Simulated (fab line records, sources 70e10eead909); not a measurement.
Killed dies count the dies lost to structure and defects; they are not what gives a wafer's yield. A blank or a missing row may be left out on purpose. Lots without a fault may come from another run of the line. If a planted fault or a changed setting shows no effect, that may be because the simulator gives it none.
Commonality check across tools ; flow nandHarc ; 13 lots, 39 wafers sampled

REASON IT WAS OPENED
On 2 of the 13 lots, a flag is raised at NHARC_END_SORT_01 on the reading killedAtArray. Wafers without a fault read 26, standard deviation 9.7.
Rule: a lot is flagged when every wafer of it that has a number lies more than 4 standard deviations from that mean, or none has a number. All remaining lots are regarded as sound.

lot;measured;on;killedAtArray, wafer by wafer;flag
L125;day 19 13:53;prober-01;23 29 23;
L127;day 19 20:47;prober-02;21 26 26;
L129;day 20 04:37;prober-02;23 14 28;
L135;day 21 05:54;prober-02;31 30 28;
L131;day 21 10:55;prober-01;19 14 11;
L133;day 21 12:04;prober-02;27 40 27;
L134;day 21 16:19;prober-01;21 33 22;
L132;day 21 21:27;prober-02;13 12 13;
L137;day 22 00:55;prober-01;19 14 29;
L139;day 22 12:08;prober-02;31 32 28;
L140;day 23 21:55;prober-01;38 34 43;
L145;day 24 08:17;prober-02;115 102 92;FLAGGED
L148;day 25 03:33;prober-02;116 120 116;FLAGGED
On average the flagged lots' numbers are 110, which is +84 against the usual, or +9 standard deviations.

WHICH TOOL EACH LOT WENT THROUGH
Before the reading, the record contains 4 process steps out of a 1159-step route. Read each cell as the tool, then ch plus the chambers that the sampled wafers visited, then the start.
lot;flag;NHARC_A_CONTACT_ETCH_128;NHARC_THIN_TSV_ETCHBACK_48;NHARC_THIN_TSV_ANNEAL_52;NHARC_THIN_TSV_CMP_21
L125;;harCapEtch-01 ch 0,1, day 16 20:48;rieDiel-10 ch 1,3, day 18 23:37;rtpAnneal-02 ch 0, day 19 01:42;cmp-02 ch 0,1,2, day 19 01:59
L127;;harCapEtch-03 ch 0, day 17 04:53;rieDiel-08 ch 0,2, day 19 01:50;rtpAnneal-01 ch 0, day 19 03:35;cmp-02 ch 0,1,2, day 19 03:59
L129;;harCapEtch-01 ch 0,1, day 17 09:56;rieDiel-10 ch 0,3, day 19 09:19;rtpAnneal-01 ch 0, day 19 11:01;cmp-02 ch 0,2, day 19 11:42
L135;;harCapEtch-03 ch 0,1, day 18 14:40;rieDiel-10 ch 1,2, day 20 13:50;rtpAnneal-02 ch 0, day 20 15:46;cmp-01 ch 0,3, day 20 16:02
L131;;harCapEtch-02 ch 0,1, day 18 20:43;rieDiel-10 ch 0,1,2, day 20 19:56;rtpAnneal-01 ch 0, day 20 21:56;cmp-01 ch 1,2,3, day 20 22:11
L133;;harCapEtch-02 ch 0,1, day 19 01:20;rieDiel-06 ch 0,2,3, day 20 21:14;rtpAnneal-02 ch 0, day 20 22:58;cmp-02 ch 1,2,3, day 20 23:18
L134;;harCapEtch-01 ch 0,1, day 19 02:59;rieDiel-08 ch 0,1,2, day 20 22:07;rtpAnneal-01 ch 0, day 20 23:48;cmp-03 ch 1,2,3, day 21 00:12
L132;;harCapEtch-03 ch 0,1, day 19 07:07;rieDiel-10 ch 1,2,3, day 21 03:47;rtpAnneal-01 ch 0, day 21 05:39;cmp-01 ch 0,1,2, day 21 05:59
L137;;harCapEtch-01 ch 0,1, day 19 15:16;rieDiel-10 ch 1,2,3, day 21 14:03;rtpAnneal-02 ch 0, day 21 15:44;cmp-02 ch 0,1,2, day 21 16:01
L139;;harCapEtch-01 ch 0,1, day 20 03:57;rieDiel-10 ch 0,1,3, day 21 21:20;rtpAnneal-02 ch 0, day 21 23:08;cmp-03 ch 0,1,2, day 21 23:26
L140;;harCapEtch-01 ch 0,1, day 20 17:37;rieDiel-06 ch 1,2,3, day 22 23:29;rtpAnneal-01 ch 0, day 23 01:29;cmp-02 ch 0,1,2, day 23 01:53
L145;FLAGGED;harCapEtch-01 ch 0,1, day 21 07:47;rieDiel-10 ch 1,2,3, day 23 11:58;rtpAnneal-01 ch 0, day 23 13:55;cmp-03 ch 0,2,3, day 23 14:12
L148;FLAGGED;harCapEtch-01 ch 0, day 22 13:38;rieDiel-08 ch 0,1, day 24 14:57;rtpAnneal-01 ch 0, day 24 16:46;cmp-02 ch 0,3, day 24 17:07
What is done by these steps:
- NHARC_A_CONTACT_ETCH_128: etches the open film in C4F8/O2/Ar, time 155 s, target depth 956 nm.
- NHARC_THIN_TSV_ETCHBACK_48: etches the open film in C4F8/Ar, target depth 1028.5 nm, time 405.17 s.
- NHARC_THIN_TSV_ANNEAL_52: time 90 s.
- NHARC_THIN_TSV_CMP_21: polishes, t overpolish 30 s, target thk 2000 nm.
- NHARC_END_SORT_01

FLAGGED AGAINST TOTAL, ONE TOOL AT A TIME (gauges that did the reading follow at the end)
step;tool;lots run;flagged;share of the flagged lots;sound lots run after its first flagged lot
NHARC_A_CONTACT_ETCH_128;harCapEtch-01;8;2;all;0
NHARC_A_CONTACT_ETCH_128;harCapEtch-02;2;0;none;-
NHARC_A_CONTACT_ETCH_128;harCapEtch-03;3;0;none;-
NHARC_THIN_TSV_ETCHBACK_48;rieDiel-06;2;0;none;-
NHARC_THIN_TSV_ETCHBACK_48;rieDiel-08;3;1;some;0
NHARC_THIN_TSV_ETCHBACK_48;rieDiel-10;8;1;some;0
NHARC_THIN_TSV_ANNEAL_52;rtpAnneal-01;8;2;all;0
NHARC_THIN_TSV_ANNEAL_52;rtpAnneal-02;5;0;none;-
NHARC_THIN_TSV_CMP_21;cmp-01;3;0;none;-
NHARC_THIN_TSV_CMP_21;cmp-02;7;1;some;0
NHARC_THIN_TSV_CMP_21;cmp-03;3;1;some;0
NHARC_END_SORT_01;prober-01;5;0;none;-
NHARC_END_SORT_01;prober-02;8;2;all;0

WHAT THE TABLE ALLOWS
3 rows of the table ran every flagged lot: harCapEtch-01 at NHARC_A_CONTACT_ETCH_128, rtpAnneal-01 at NHARC_THIN_TSV_ANNEAL_52, prober-02 at NHARC_END_SORT_01.
- harCapEtch-01 at NHARC_A_CONTACT_ETCH_128 ran 8 lots, 2 of them flagged. Last sound lot L140 at day 20 17:37, first flagged lot L145 at day 21 07:47; a fault beginning in between fits.
- rtpAnneal-01 at NHARC_THIN_TSV_ANNEAL_52 ran 8 lots, 2 of them flagged. Last sound lot L140 at day 23 01:29, first flagged lot L145 at day 23 13:55; a fault beginning in between fits.
- prober-02 at NHARC_END_SORT_01 ran 8 lots, 2 of them flagged. Last sound lot L139 at day 22 12:08, first flagged lot L145 at day 24 08:17; a fault beginning in between fits.
Counting lots can't tell these 3 tools apart, because each fits a fault that began at some hour. More lots, or a look at what each step does to the wafer, might.

WHAT THE SIMULATOR HAD INSERTED
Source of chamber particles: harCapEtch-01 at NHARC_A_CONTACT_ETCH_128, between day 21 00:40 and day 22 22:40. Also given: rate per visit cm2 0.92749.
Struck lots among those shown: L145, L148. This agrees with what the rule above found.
